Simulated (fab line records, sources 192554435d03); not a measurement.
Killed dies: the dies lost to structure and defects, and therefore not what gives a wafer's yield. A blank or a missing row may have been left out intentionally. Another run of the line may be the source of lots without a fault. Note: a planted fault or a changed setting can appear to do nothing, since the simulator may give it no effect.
Problem report in the 8D (eight disciplines) form, filled by code + flow n5_finfet + the parts of the form that need people (team, actions taken, sign-off) are left out

1. THE PROBLEM
Mean of raw_defect_count at N5_STI_FIN_REVEAL_INSPECT_13: 588 across 3 wafers in 2 lots; on wafers with no fault it is 11 (standard deviation 5.1). So: +99 or more standard deviations from the usual mean.
The step: inspects for defects (darkfield).
Earliest sighting: wafer L971.2 on defect_inspect-02 at day 7 01:22. The record has a number at this step for 28 wafers belonging to 10 lots. By rule, "out" or "out of limits" means more than 4 standard deviations away from the usual mean. All remaining wafers that have a number are taken as sound.

2. WHAT THIS IS AND IS NOT
| question                    | is                     | is not                                                                    |
|-----------------------------|------------------------|---------------------------------------------------------------------------|
| which readings at this step | raw_defect_count       | -                                                                         |
| which lots                  | L971, L974             | L953, L954, L956, L957, L960, L965, L966, L976                            |
| which wafers of those lots  | L971.2, L971.4, L974.6 | L971.3, L974.4, L974.5                                                    |
| read on which gauges        | defect_inspect-02      | defect_inspect-01                                                         |
| when                        | from day 7 01:22       | up to then (20 sound wafers); but 5 sound wafers of L974, L976 came after |

3. THE SUSPECTS, EACH WITH WHAT RULES IT OUT
Counting: if a tool at a process step up to the reading ran every lot that is out, it stays a suspect. Sound lots after the first of them don't rule it out here, since some wafers of a struck lot are sound.
- ruled out: the gauge at N5_STI_FIN_REVEAL_INSPECT_13. All the wafers that are out were read on defect_inspect-02, but those of them that N5_PASSIVATION_PROBE_49 has rows for are out there too, on other tools.
- rie_diel-06 at N5_STI_FIN_REVEAL_ETCHBACK_08 (etches SiO2 in C4F6/O2, target depth 30.5 nm, time 10.167 s): kept. It ran every lot that is out, first L971 (day 6 21:47); its last sound lot up to then is L966 (day 5 16:31).
- plasma_asher-02 at N5_STI_FIN_REVEAL_OXIDATION_33 (chemistry O2 PLASMA REMOTE, time 20 s): kept. It ran every lot that is out, first L971 (day 7 01:04); its last sound lot up to then is L965 (day 5 15:16).
- Within rie_diel-06 at N5_STI_FIN_REVEAL_ETCHBACK_08, the wafers that are out were processed in chamber 1 and their sound lot-mates in chamber 0.
- Within plasma_asher-02 at N5_STI_FIN_REVEAL_OXIDATION_33, the wafers that are out were processed in chamber 0 and their sound lot-mates in chamber 1.
After counting, rie_diel-06 at N5_STI_FIN_REVEAL_ETCHBACK_08 and plasma_asher-02 at N5_STI_FIN_REVEAL_OXIDATION_33 remain.

4. THE CAUSE (what the simulator had put in)
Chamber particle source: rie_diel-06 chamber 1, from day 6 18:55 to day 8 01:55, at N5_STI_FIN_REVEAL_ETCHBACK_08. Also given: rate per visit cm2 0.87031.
2 suspects survive the count, and this tool is in that group.

5. THE CHAIN OF EFFECTS, in route order
Each row: a reading where the mean over the struck wafers with a number is more than 3 standard deviations away from the usual. Only readings for which the record gives a usual standard deviation are gone through. hours: the time from each lot's start at the first step in this table that gives one to its start at this step, as a median over the lots. sigmas: the change in usual standard deviations.
| hours | step                         | reading              | usual  | on struck wafers | change | sigmas      |
|-------|------------------------------|----------------------|--------|------------------|--------|-------------|
| 0     | N5_STI_FIN_REVEAL_INSPECT_13 | raw_defect_count     | 11     | 588              | +577   | +99 or more |
| 242   | N5_PASSIVATION_PROBE_49      | defect_limited_yield | 91.2 % | 85.6             | -5.6   | -3.7        |
| 242   | N5_PASSIVATION_PROBE_49      | killed_at_front_end  | 40     | 119              | +79    | +7.2        |
| 242   | N5_PASSIVATION_PROBE_49      | killed_dies          | 104    | 170              | +66    | +3.9        |
| 242   | N5_PASSIVATION_PROBE_49      | sort_bin_5_function  | 5.1 %  | 8.7              | +3.6   | +4.0        |
| 242   | N5_PASSIVATION_PROBE_49      | sort_n_pass          | 1076   | 1010             | -66    | -3.9        |
| 242   | N5_PASSIVATION_PROBE_49      | sort_yield_pct       | 91.2 % | 85.6             | -5.6   | -3.7        |
It contains these process steps:
- N5_PASSIVATION_PROBE_49
At these later measuring or inspecting steps, every struck wafer for which the step has a row has a number for every such reading, and none has moved that far: N5_BEOL_M4_RC_MEAS_101.

6. WHAT WOULD HAVE CAUGHT IT SOONER
In this record the first reading out of limits at a measuring or inspecting step was taken at day 7 01:22, 6 hours after the fault began at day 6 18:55.
Of the tool readings at N5_STI_FIN_REVEAL_ETCHBACK_08 for which the record gives a usual standard deviation, none was out on any struck wafer, so an alarm limit of 4 standard deviations on them would not have fired.
Of the lots that are out (2), L974 began N5_STI_FIN_REVEAL_ETCHBACK_08 on rie_diel-06 after day 7 01:22. A tool hold placed at that time would have kept it from harm.
